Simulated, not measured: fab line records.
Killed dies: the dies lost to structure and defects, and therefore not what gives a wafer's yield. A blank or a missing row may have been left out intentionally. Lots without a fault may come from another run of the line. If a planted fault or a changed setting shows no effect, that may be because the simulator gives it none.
Which tool is to blame? ; flow nand-harc ; Sampling: 24 lots, 72 wafers, 6 of 1302 route steps

WHAT EACH GAUGE READ, for each wafer
NHARC_A_M0_THK_MEAS_24: measures by xrf. Usual: thk-nm 113.8 nm, standard deviation 1.3.
lot;measured;on;thk-nm (nm);flag
L074;day 22 19:28;film-metro-02;113.9 114.0 114.2;
L075;day 23 17:03;film-metro-02;114.8 116.4 113.3;
L077;day 23 17:24;film-metro-02;113.9 113.3 113.6;
L076;day 24 02:56;film-metro-01;114.2 114.2 114.2;
L078;day 24 07:19;film-metro-02;114.8 113.5 116.6;
L079;day 24 09:27;film-metro-02;114.9 113.8 114.3;
L080;day 25 11:05;film-metro-02;113.7 111.6 114.0;
L081;day 25 19:33;film-metro-02;114.8 115.2 114.4;
L082;day 26 13:08;film-metro-02;114.0 114.1 113.8;
L084;day 26 14:46;film-metro-01;114.8 114.5 114.3;
L083;day 26 17:58;film-metro-02;113.4 114.4 113.4;
L085;day 27 10:05;film-metro-01;113.1 114.6 113.1;
L086;day 27 11:19;film-metro-01;111.4 110.1 111.5;
L087;day 27 21:01;film-metro-01;116.5 114.4 115.7;
L089;day 28 13:16;film-metro-01;113.1 112.1 112.6;
L088;day 28 15:04;film-metro-02;112.0 113.8 112.3;
L091;day 29 05:40;film-metro-02;115.6 115.8 114.4;
L090;day 29 22:50;film-metro-01;113.5 113.6 113.5;
L095;day 30 16:01;film-metro-02;116.7 116.9 112.3;
L092;day 30 17:58;film-metro-02;114.8 113.8 112.8;
L093;day 30 19:16;film-metro-02;111.6 114.0 112.4;
L094;day 31 08:33;film-metro-01;112.0 112.8 113.6;
L096;day 32 20:17;film-metro-01;114.5 114.5 114.4;
L097;day 32 23:23;film-metro-01;113.5 113.2 113.2;

WHICH TOOL RAN EACH LOT (tool, then ch and the chambers of the sampled wafers, then the start)
lot;NHARC_A_CONTACT_ETCH_136;NHARC_A_CONTACT_ETCH_138;NHARC_A_BLC_STRIP_29;NHARC_A_BLC_STRIP_21;NHARC_A_M0_PVD_20
L074;har-cap-etch-02 ch 0,1, day 22 08:28;har-cap-etch-02 ch 0,1, day 22 09:01;rie-diel-06 ch 1,2,3, day 22 14:07;rie-diel-06 ch 0,1,3, day 22 14:14;pvd-sputter-02, day 22 19:28 or earlier
L075;har-cap-etch-01 ch 0,1, day 23 05:21;har-cap-etch-01 ch 0,1, day 23 06:05;rie-diel-09 ch 1,2,3, day 23 11:37;rie-diel-09 ch 0,2,3, day 23 11:44;pvd-sputter-03, day 23 17:03 or earlier
L077;har-cap-etch-03 ch 0,1, day 23 05:56;har-cap-etch-03 ch 0,1, day 23 06:28;rie-diel-09 ch 2,3, day 23 12:07;rie-diel-09 ch 0,3, day 23 12:13;pvd-sputter-02, day 23 17:24 or earlier
L076;har-cap-etch-02 ch 0,1, day 23 15:55;har-cap-etch-02 ch 0,1, day 23 16:27;rie-diel-09 ch 1,2, day 23 21:30;rie-diel-09 ch 0,2,3, day 23 21:38;pvd-sputter-02, day 24 02:56 or earlier
L078;har-cap-etch-03 ch 0, day 23 19:44;har-cap-etch-03 ch 0, day 23 20:27;rie-diel-06 ch 1,2, day 24 01:58;rie-diel-06 ch 2,3, day 24 02:04;pvd-sputter-02, day 24 07:19 or earlier
L079;har-cap-etch-01 ch 0,1, day 23 22:26;har-cap-etch-01 ch 0,1, day 23 22:59;rie-diel-02 ch 2,3, day 24 04:09;rie-diel-02 ch 0,1,2, day 24 04:16;pvd-sputter-03, day 24 09:27 or earlier
L080;har-cap-etch-02 ch 0,1, day 25 00:09;har-cap-etch-02 ch 0,1, day 25 00:43;rie-diel-09 ch 0,2,3, day 25 05:48;rie-diel-09 ch 0,1, day 25 05:53;pvd-sputter-02, day 25 11:05 or earlier
L081;har-cap-etch-02 ch 0,1, day 25 08:05;har-cap-etch-02 ch 0,1, day 25 08:37;rie-diel-09 ch 0,2,3, day 25 13:58;rie-diel-09 ch 1,2,3, day 25 14:05;pvd-sputter-03, day 25 19:33 or earlier
L082;har-cap-etch-02 ch 0,1, day 26 01:14;har-cap-etch-02 ch 0,1, day 26 01:47;rie-diel-09 ch 1,2, day 26 07:50;rie-diel-09 ch 2,3, day 26 07:56;pvd-sputter-01, day 26 13:08 or earlier
L084;har-cap-etch-02 ch 0,1, day 26 03:45;har-cap-etch-02 ch 0,1, day 26 04:17;rie-diel-06 ch 0,2,3, day 26 09:29;rie-diel-06 ch 2,3, day 26 09:35;pvd-sputter-03, day 26 14:46 or earlier
L083;har-cap-etch-01 ch 0,1, day 26 07:02;har-cap-etch-01 ch 0,1, day 26 07:35;rie-diel-09 ch 1,2, day 26 12:36;rie-diel-09 ch 1,2,3, day 26 12:43;pvd-sputter-03, day 26 17:58 or earlier
L085;har-cap-etch-02 ch 0,1, day 26 22:46;har-cap-etch-02 ch 0,1, day 26 23:19;rie-diel-09 ch 0,1, day 27 04:41;rie-diel-09 ch 0,2,3, day 27 04:48;pvd-sputter-03, day 27 10:05 or earlier
L086;har-cap-etch-01 ch 0,1, day 27 00:14;har-cap-etch-01 ch 0,1, day 27 00:47;rie-diel-09 ch 0,1,2, day 27 06:00;rie-diel-09 ch 1,2,3, day 27 06:06;pvd-sputter-02, day 27 11:19 or earlier
L087;har-cap-etch-02 ch 0,1, day 27 08:45;har-cap-etch-02 ch 0,1, day 27 09:29;rie-diel-09 ch 0,2,3, day 27 15:44;rie-diel-09 ch 0,1,3, day 27 15:49;pvd-sputter-03, day 27 21:01 or earlier
L089;har-cap-etch-03 ch 0,1, day 28 02:04;har-cap-etch-03 ch 0,1, day 28 02:36;rie-diel-06 ch 0,1,2, day 28 07:55;rie-diel-06 ch 0,1,2, day 28 08:01;pvd-sputter-01, day 28 13:16 or earlier
L088;har-cap-etch-02 ch 0,1, day 28 03:52;har-cap-etch-02 ch 0,1, day 28 04:24;rie-diel-06 ch 0,2, day 28 09:42;rie-diel-06 ch 0,1,2, day 28 09:49;pvd-sputter-01, day 28 15:04 or earlier
L091;har-cap-etch-02 ch 0,1, day 28 18:17;har-cap-etch-02 ch 0,1, day 28 18:49;rie-diel-02 ch 0,1,2, day 29 00:10;rie-diel-02 ch 0,2,3, day 29 00:16;pvd-sputter-03, day 29 05:40 or earlier
L090;har-cap-etch-01 ch 0,1, day 29 11:55;har-cap-etch-01 ch 0,1, day 29 12:27;rie-diel-09 ch 0,1,2, day 29 17:40;rie-diel-09 ch 0,1,2, day 29 17:46;pvd-sputter-01, day 29 22:50 or earlier
L095;har-cap-etch-01 ch 0,1, day 30 04:25;har-cap-etch-01 ch 0,1, day 30 04:58;rie-diel-06 ch 0,2,3, day 30 10:10;rie-diel-06 ch 0,1,3, day 30 10:17;pvd-sputter-02, day 30 16:01 or earlier
L092;har-cap-etch-03 ch 0,1, day 30 07:04;har-cap-etch-03 ch 0,1, day 30 07:36;rie-diel-06 ch 0,3, day 30 12:45;rie-diel-06 ch 0,2, day 30 12:51;pvd-sputter-02, day 30 17:58 or earlier
L093;har-cap-etch-01 ch 0,1, day 30 08:10;har-cap-etch-01 ch 0,1, day 30 08:43;rie-diel-09 ch 0,3, day 30 13:54;rie-diel-09 ch 0,1,3, day 30 14:01;pvd-sputter-02, day 30 19:16 or earlier
L094;har-cap-etch-03 ch 0,1, day 30 21:19;har-cap-etch-03 ch 0,1, day 30 21:52;rie-diel-06 ch 0,2,3, day 31 03:22;rie-diel-06 ch 1,2, day 31 03:28;pvd-sputter-02, day 31 08:33 or earlier
L096;har-cap-etch-03 ch 0,1, day 32 07:53;har-cap-etch-03 ch 0,1, day 32 08:26;rie-diel-09 ch 0,1,2, day 32 14:52;rie-diel-09 ch 0,1, day 32 14:57;pvd-sputter-03, day 32 20:17 or earlier
L097;har-cap-etch-03 ch 0,1, day 32 11:52;har-cap-etch-03 ch 0,1, day 32 12:24;rie-diel-06 ch 0,1,2, day 32 17:29;rie-diel-06 ch 0,1, day 32 17:35;pvd-sputter-01, day 32 23:23 or earlier
- NHARC_A_CONTACT_ETCH_136: etches the open film in C4F8/O2/Ar, time 311 s, target depth 1912 nm.
- NHARC_A_CONTACT_ETCH_138: etches the open film in C4F8/O2/Ar, time 311 s, target depth 1914 nm.
- NHARC_A_BLC_STRIP_29: strips in CF4.
- NHARC_A_BLC_STRIP_21: strips in O2.
- NHARC_A_M0_PVD_20: deposits TaN, target thk 5 nm, time 8.06 s.

AS READ BY THE TOOLS THEMSELVES (means over the sampled wafers that have a number; for cases with no such wafer, the mark the record gives instead)
NHARC_A_BLC_STRIP_29. Usual: drypump-motor-current-A 5.88 A, standard deviation 0.28; oes-product-au 1.002 a.u., standard deviation 0.008; rf-vpp-V 59.4 V, standard deviation 0.93; showerhead-plenum-p-Torr 1.74 Torr, standard deviation 0.058; throttle-valve-pct 13.283 %, standard deviation 0.0088.
lot;tool;drypump-motor-current-A (A);oes-product-au (a.u.);rf-vpp-V (V);showerhead-plenum-p-Torr (Torr);throttle-valve-pct (%);flag
L074;rie-diel-06;5.69;0.998;59.1;1.72;13.281;
L075;rie-diel-09;6.00;1.009;59.6;1.74;13.277;
L077;rie-diel-09;6.08;1.010;58.7;1.75;13.281;
L076;rie-diel-09;5.89;0.999;59.3;1.74;13.286;
L078;rie-diel-06;5.52;1.001;59.5;1.73;13.282;
L079;rie-diel-02;5.49;1.002;58.7;1.76;13.279;
L080;rie-diel-09;6.00;0.997;60.1;1.78;13.288;
L081;rie-diel-09;5.98;1.001;59.2;1.78;13.290;
L082;rie-diel-09;5.96;1.009;59.8;1.75;13.291;
L084;rie-diel-06;5.89;1.001;59.7;1.68;13.277;
L083;rie-diel-09;5.92;1.010;59.8;1.74;13.279;
L085;rie-diel-09;5.86;1.002;58.6;1.79;13.281;
L086;rie-diel-09;5.92;1.009;59.9;1.77;13.290;
L087;rie-diel-09;5.98;0.998;60.2;1.78;13.284;
L089;rie-diel-06;5.68;0.996;59.6;1.70;13.282;
L088;rie-diel-06;5.85;0.996;58.9;1.67;13.279;
L091;rie-diel-02;5.81;1.007;59.0;1.73;13.284;
L090;rie-diel-09;5.90;1.002;59.5;1.77;13.288;
L095;rie-diel-06;5.89;0.994;58.8;1.68;13.284;
L092;rie-diel-06;6.17;0.996;59.0;1.69;13.285;
L093;rie-diel-09;5.90;0.996;59.7;1.80;13.281;
L094;rie-diel-06;5.88;1.002;59.2;1.68;13.274;
L096;rie-diel-09;5.89;1.009;59.8;1.77;13.281;
L097;rie-diel-06;5.67;1.000;59.1;1.70;13.286;

NHARC_A_BLC_STRIP_21. Usual: drypump-motor-current-A 5.88 A, standard deviation 0.28; oes-product-au 1.001 a.u., standard deviation 0.0086; rf-vpp-V 57.8 V, standard deviation 0.82; showerhead-plenum-p-Torr 3.47 Torr, standard deviation 0.12; throttle-valve-pct 17.037 %, standard deviation 0.009.
lot;tool;drypump-motor-current-A (A);oes-product-au (a.u.);rf-vpp-V (V);showerhead-plenum-p-Torr (Torr);throttle-valve-pct (%);flag
L074;rie-diel-06;6.01;0.991;58.0;3.45;17.040;
L075;rie-diel-09;5.99;1.000;58.5;3.55;17.032;
L077;rie-diel-09;6.04;1.004;57.8;3.53;17.039;
L076;rie-diel-09;5.99;1.000;58.3;3.55;17.042;
L078;rie-diel-06;5.92;1.006;58.0;3.38;17.038;
L079;rie-diel-02;5.81;0.993;58.3;3.47;17.038;
L080;rie-diel-09;5.86;1.002;58.0;3.51;17.037;
L081;rie-diel-09;6.00;1.000;57.6;3.47;17.030;
L082;rie-diel-09;6.04;1.003;57.4;3.50;17.038;
L084;rie-diel-06;5.92;1.007;57.4;3.38;17.044;
L083;rie-diel-09;6.00;1.005;57.7;3.47;17.029;
L085;rie-diel-09;5.98;1.003;57.6;3.54;17.032;
L086;rie-diel-09;6.01;1.010;57.3;3.47;17.038;
L087;rie-diel-09;5.95;1.009;58.3;3.51;17.030;
L089;rie-diel-06;5.68;0.998;57.6;3.39;17.038;
L088;rie-diel-06;5.69;0.997;57.4;3.39;17.035;
L091;rie-diel-02;5.67;0.998;57.9;3.40;17.043;
L090;rie-diel-09;5.90;1.006;57.8;3.53;17.039;
L095;rie-diel-06;6.01;0.994;57.7;3.44;17.029;
L092;rie-diel-06;5.60;0.997;57.6;3.30;17.034;
L093;rie-diel-09;5.95;1.006;58.2;3.51;17.039;
L094;rie-diel-06;5.40;0.990;57.4;3.36;17.032;
L096;rie-diel-09;5.84;1.001;58.3;3.50;17.032;
L097;rie-diel-06;5.79;0.989;57.0;3.48;17.034;

NHARC_A_M0_PVD_20. Usual: cathode-dc-power-W 15000 W, standard deviation 2.6; throttle-valve-pct 29.8 %, standard deviation 0.91.
lot;tool;cathode-dc-power-W (W);throttle-valve-pct (%);flag
L074;pvd-sputter-02;14999;29.3;
L075;pvd-sputter-03;15000;29.3;
L077;pvd-sputter-02;15000;30.5;
L076;pvd-sputter-02;15002;29.9;
L078;pvd-sputter-02;15002;29.3;
L079;pvd-sputter-03;14999;29.8;
L080;pvd-sputter-02;14998;29.2;
L081;pvd-sputter-03;14997;29.7;
L082;pvd-sputter-01;14998;30.6;
L084;pvd-sputter-03;15000;29.4;
L083;pvd-sputter-03;15001;29.3;
L085;pvd-sputter-03;15000;29.7;
L086;pvd-sputter-02;15000;30.5;
L087;pvd-sputter-03;15000;29.7;
L089;pvd-sputter-01;15000;30.7;
L088;pvd-sputter-01;15002;29.8;
L091;pvd-sputter-03;14998;29.7;
L090;pvd-sputter-01;15002;30.2;
L095;pvd-sputter-02;15002;30.3;
L092;pvd-sputter-02;14999;29.3;
L093;pvd-sputter-02;15000;29.5;
L094;pvd-sputter-02;14999;29.9;
L096;pvd-sputter-03;15000;28.2;
L097;pvd-sputter-01;15001;30.6;

THE ANSWER, worked out from the rows above alone
Rule: lot off if the mean of its wafers having a number is beyond 3 standard deviations from the usual mean. A lot without any number at a reading at which 4 lots or more have one is off too. Any other lot the step has rows for is counted as sound. The gauges are gone through in route order, then the tools' own readings, and for those a lot's mean is taken as printed above. At the first step where some lot is off, the reading lying furthest off is the one used; lots without a number count as furthest.
None of the lots is off at any reading shown; this tells nothing.

WHAT HAD BEEN PUT IN BY THE SIMULATOR
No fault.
